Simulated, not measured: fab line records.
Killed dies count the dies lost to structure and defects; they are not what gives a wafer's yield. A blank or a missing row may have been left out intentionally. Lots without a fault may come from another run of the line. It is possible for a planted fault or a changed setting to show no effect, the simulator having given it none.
Which tool was responsible? + flow n5Finfet + 12 lots, 32 wafers sampled, at 3 steps of a route of 1938

## WHAT THE GAUGES READ, wafer by wafer
N5_BEOL_M6_INSPECT_58: inspects for defects (darkfield). Usual: rawDefectCount reads 64 (standard deviation 21).
| lot  | measured     | on               | rawDefectCount | flag |
|------|--------------|------------------|----------------|------|
| L238 | day 8 23:05  | defectInspect-02 | 74 75 63       |      |
| L237 | day 8 23:05  | defectInspect-01 | 49 60          |      |
| L240 | day 9 23:38  | defectInspect-02 | 67 66 53       |      |
| L241 | day 10 03:55 | defectInspect-02 | 55 89 97       |      |
| L243 | day 10 12:05 | defectInspect-02 | 113 57 80      |      |
| L245 | day 11 03:18 | defectInspect-02 | 102 80         |      |
| L246 | day 11 16:26 | defectInspect-02 | 52 57 51       |      |
| L248 | day 11 19:43 | defectInspect-02 | 48 73          |      |
| L247 | day 11 21:05 | defectInspect-01 | 41 65 69       |      |
| L250 | day 11 23:47 | defectInspect-01 | 55 75 81       |      |
| L254 | day 13 06:56 | defectInspect-01 | 29 42 45       |      |
| L259 | day 14 14:59 | defectInspect-02 | 99 89          |      |

## WHICH TOOL RAN EACH LOT (tool, then ch and the chambers of the sampled wafers, then the start)
| lot  | N5_BEOL_M6_TRENCH_ETCH_37                    | N5_BEOL_M6_DEP_56               |
|------|----------------------------------------------|---------------------------------|
| L238 | rieDiel-02 ch 0,2, day 8 22:42 or earlier    | pecvd-02 ch 0,1,2, day 8 22:42  |
| L237 | rieDiel-03 ch 0,3, day 8 22:44 or earlier    | pecvd-03 ch 0,2, day 8 22:44    |
| L240 | rieDiel-03 ch 0,1,3, day 9 23:33 or earlier  | pecvd-04 ch 0,1, day 9 23:33    |
| L241 | rieDiel-06 ch 1,2, day 10 03:50 or earlier   | pecvd-03 ch 0,2, day 10 03:50   |
| L243 | rieDiel-03 ch 2,3, day 10 12:00 or earlier   | pecvd-04 ch 0,2, day 10 12:00   |
| L245 | rieDiel-03 ch 0,1, day 11 03:13 or earlier   | pecvd-02 ch 1,2, day 11 03:13   |
| L246 | rieDiel-06 ch 0,1,3, day 11 16:22 or earlier | pecvd-02 ch 0,1,2, day 11 16:22 |
| L248 | rieDiel-03 ch 1,2, day 11 19:37 or earlier   | pecvd-04 ch 0,1, day 11 19:37   |
| L247 | rieDiel-06 ch 0,1, day 11 20:58 or earlier   | pecvd-04 ch 1, day 11 20:58     |
| L250 | rieDiel-03 ch 0,2,3, day 11 23:41 or earlier | pecvd-03 ch 0,1,2, day 11 23:41 |
| L254 | rieDiel-06 ch 0,1,2, day 13 06:50 or earlier | pecvd-04 ch 0,1,2, day 13 06:50 |
| L259 | rieDiel-06 ch 0,3, day 14 14:53 or earlier   | pecvd-03 ch 0,1, day 14 14:53   |
- N5_BEOL_M6_TRENCH_ETCH_37: etches SiCOH lowk in C4F6/O2, target depth 94.435 nm, time 31.5 s.
- N5_BEOL_M6_DEP_56: deposits SiCN from 3MS/NH3, target thk 10 nm, time 17.5 s.

## WHAT THE TOOLS THEMSELVES READ (means of the sampled wafers that have a number; where no wafer has one, the mark that the record gives instead)
N5_BEOL_M6_TRENCH_ETCH_37. Usual: drypumpMotorCurrentA 5.7 A, standard deviation 0.43; oesProductAu 0.83 a.u., standard deviation 0.06; rfVppV 666 V, standard deviation 14; showerheadPlenumPTorr 2.89 Torr, standard deviation 0.081; throttleValvePct 20.82 %, standard deviation 0.28.
| lot  | tool       | drypumpMotorCurrentA (A) | oesProductAu (a.u.) | rfVppV (V) | showerheadPlenumPTorr (Torr) | throttleValvePct (%) | flag |
|------|------------|--------------------------|---------------------|------------|------------------------------|----------------------|------|
| L238 | rieDiel-02 | 6.2                      | 0.85                | 663        | 2.80                         | 21.16                |      |
| L237 | rieDiel-03 | 5.9                      | 0.84                | 678        | 2.88                         | 21.02                |      |
| L240 | rieDiel-03 | 5.8                      | 0.85                | 668        | 2.92                         | 20.90                |      |
| L241 | rieDiel-06 | 5.8                      | 0.80                | 664        | 2.79                         | 20.75                |      |
| L243 | rieDiel-03 | 5.6                      | 0.84                | 681        | 2.92                         | 20.84                |      |
| L245 | rieDiel-03 | 5.9                      | 0.83                | 652        | 2.93                         | 21.00                |      |
| L246 | rieDiel-06 | 6.0                      | 0.80                | 670        | 2.90                         | 20.70                |      |
| L248 | rieDiel-03 | 5.5                      | 0.87                | 646        | 2.99                         | 20.84                |      |
| L247 | rieDiel-06 | 6.1                      | 0.77                | 668        | 2.82                         | 20.74                |      |
| L250 | rieDiel-03 | 5.7                      | 0.81                | 667        | 2.91                         | 21.06                |      |
| L254 | rieDiel-06 | 5.8                      | 0.79                | 669        | 2.86                         | 20.65                |      |
| L259 | rieDiel-06 | 6.0                      | 0.80                | 674        | 2.98                         | 20.63                |      |

N5_BEOL_M6_DEP_56. Usual: showerheadPlenumPTorr 3.665 Torr, standard deviation 0.013; throttleValvePct 9.1 %, standard deviation 0.37.
| lot  | tool     | showerheadPlenumPTorr (Torr) | throttleValvePct (%) | flag |
|------|----------|------------------------------|----------------------|------|
| L238 | pecvd-02 | 3.667                        | 9.2                  |      |
| L237 | pecvd-03 | 3.671                        | 8.8                  |      |
| L240 | pecvd-04 | 3.659                        | 8.9                  |      |
| L241 | pecvd-03 | 3.680                        | 8.8                  |      |
| L243 | pecvd-04 | 3.656                        | 9.1                  |      |
| L245 | pecvd-02 | 3.672                        | 9.2                  |      |
| L246 | pecvd-02 | 3.667                        | 9.4                  |      |
| L248 | pecvd-04 | 3.659                        | 9.1                  |      |
| L247 | pecvd-04 | 3.660                        | 9.0                  |      |
| L250 | pecvd-03 | 3.673                        | 9.0                  |      |
| L254 | pecvd-04 | 3.660                        | 8.8                  |      |
| L259 | pecvd-03 | 3.669                        | 9.3                  |      |

## THE ANSWER, worked out from the rows above alone
Rule: a lot is off if the mean of its wafers that have a number lies more than 3 standard deviations from the usual mean. A lot without any number at a reading at which 4 lots or more have one is off too. Any other lot the step has rows for is counted as sound. First the gauges in route order, then the tools' own readings, where a lot's mean is used as printed above. The first step at which some lot is off is used, and at that step the reading that is off furthest; a lot without a number counts as furthest.
No lot is off on any of the readings shown, so nothing can be concluded from this.

## WHAT THE SIMULATOR HAD PUT IN
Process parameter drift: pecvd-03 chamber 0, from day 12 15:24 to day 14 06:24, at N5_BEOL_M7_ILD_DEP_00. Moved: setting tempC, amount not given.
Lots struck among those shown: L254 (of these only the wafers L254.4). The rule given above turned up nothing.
